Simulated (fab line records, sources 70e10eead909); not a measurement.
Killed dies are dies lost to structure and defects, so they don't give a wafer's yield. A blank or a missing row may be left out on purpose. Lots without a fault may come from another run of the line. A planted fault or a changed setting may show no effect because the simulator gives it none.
A struck lot beside a sound one | flow nand_harc | 15 steps out of a route of 1302
Sound: wafers L597.1, L597.4, L597.5. Struck: wafer L606.4. (L606.3, L606.5 of the same lot were not struck and are left out.) The cause comes at the end.
At each step with rows: each side's tool, then ch and its chambers, then its first start. Under that, the readings that differ: sound wafers | struck wafers | difference of the means | sigmas: that difference in standard deviations of wafers without a fault.
alike: readings whose means differ by less than 2 such deviations, and words and numbers that are the same on both sides. not compared: withheld readings, readings that some wafer has no value for, bounds like >300 that may hide the same value, and numbers for which the record gives no deviation and whose values overlap.
The two part at a step that has a row with sigmas, a row that says differs or no value, or rows on one side only. Numbers that don't overlap but have no deviation are shown without sigmas and don't part them. A reading that every wafer of one side lacks parts them only if that side has two wafers or more.

first, 8 steps without rows for these wafers: NHARC_A_CONTACT_COAT_34 (time 75 s); NHARC_A_CONTACT_COAT_35 (time 65 s); NHARC_A_CONTACT_COAT_36 (resist thk 90 nm); NHARC_A_CONTACT_SOFTBAKE_37 (time 55 s); NHARC_A_CONTACT_EBR_38; NHARC_A_CONTACT_EXPOSE_39 (exposes mask A CC 3); NHARC_A_CONTACT_PEB_40 (peb time 65 s); NHARC_A_CONTACT_DEVELOP_41 (develop time 35 s).
NHARC_A_CONTACT_CD_MEAS_42: target cd 300 nm.
  sound on cd_sem-03 ch 0, day 22 00:44; struck on cd_sem-02 ch 0, day 25 05:04
  alike: cd_nm
NHARC_A_CONTACT_OVL_MEAS_43:
  sound on overlay-01, day 22 00:50; struck on overlay-02, day 25 05:09
  reading           | sound       | struck | difference | sigmas
  overlay_x_nm (nm) | 0.8 1.0 1.5 | -0.3   | -1.4       | -2
  alike: overlay_y_nm
NHARC_A_CONTACT_INSPECT_44:
  sound on defect_inspect-01, day 22 00:52; struck on defect_inspect-01, day 25 05:11
  alike: raw_defect_count
NHARC_A_CONTACT_DESCUM_47: chemistry O2, time 3 s.
  sound on rie_diel-10 ch 1,3, day 22 00:56; struck on rie_diel-11 ch 3, day 25 05:14
  alike: drypump_motor_current_A, oes_product_au, rf_vpp_V, showerhead_plenum_p_Torr, throttle_valve_pct
  not compared: rf_hours_counter_h
NHARC_A_CONTACT_ETCH_48: etches the open film in CF4, target depth 39 nm, time 65 s.
  sound on rie_diel-10 ch 0,1, day 22 01:01; struck on rie_diel-11 ch 2, day 25 05:20
  reading        | sound       | struck | difference | sigmas
  over_etch_frac | 0.3 0.3 0.3 | 0.2226 | -0.0774    |
  alike: drypump_motor_current_A, oes_product_au, rf_fwd_power_W, rf_vpp_V, showerhead_plenum_p_Torr, throttle_valve_pct
  not compared: rf_hours_counter_h
NHARC_A_CONTACT_ETCH_49: etches the open film in N2/H2, target depth 260 nm, time 475.3 s.
  sound on rie_diel-10 ch 0,3; struck on rie_diel-11 ch 3
  reading                | sound                | struck | difference | sigmas
  throttle_valve_pct (%) | 14.190 14.179 14.173 | 14.156 | -0.025     | -3
  alike: drypump_motor_current_A, oes_product_au, rf_fwd_power_W, rf_vpp_V, showerhead_plenum_p_Torr
  not compared: over_etch_frac, rf_hours_counter_h
then, 1 step without rows for these wafers: NHARC_END_SORT_01.

WHERE THEY PART
First at NHARC_A_CONTACT_OVL_MEAS_43; last, within this record, at NHARC_A_CONTACT_ETCH_49.

WHY: what the simulator had put in
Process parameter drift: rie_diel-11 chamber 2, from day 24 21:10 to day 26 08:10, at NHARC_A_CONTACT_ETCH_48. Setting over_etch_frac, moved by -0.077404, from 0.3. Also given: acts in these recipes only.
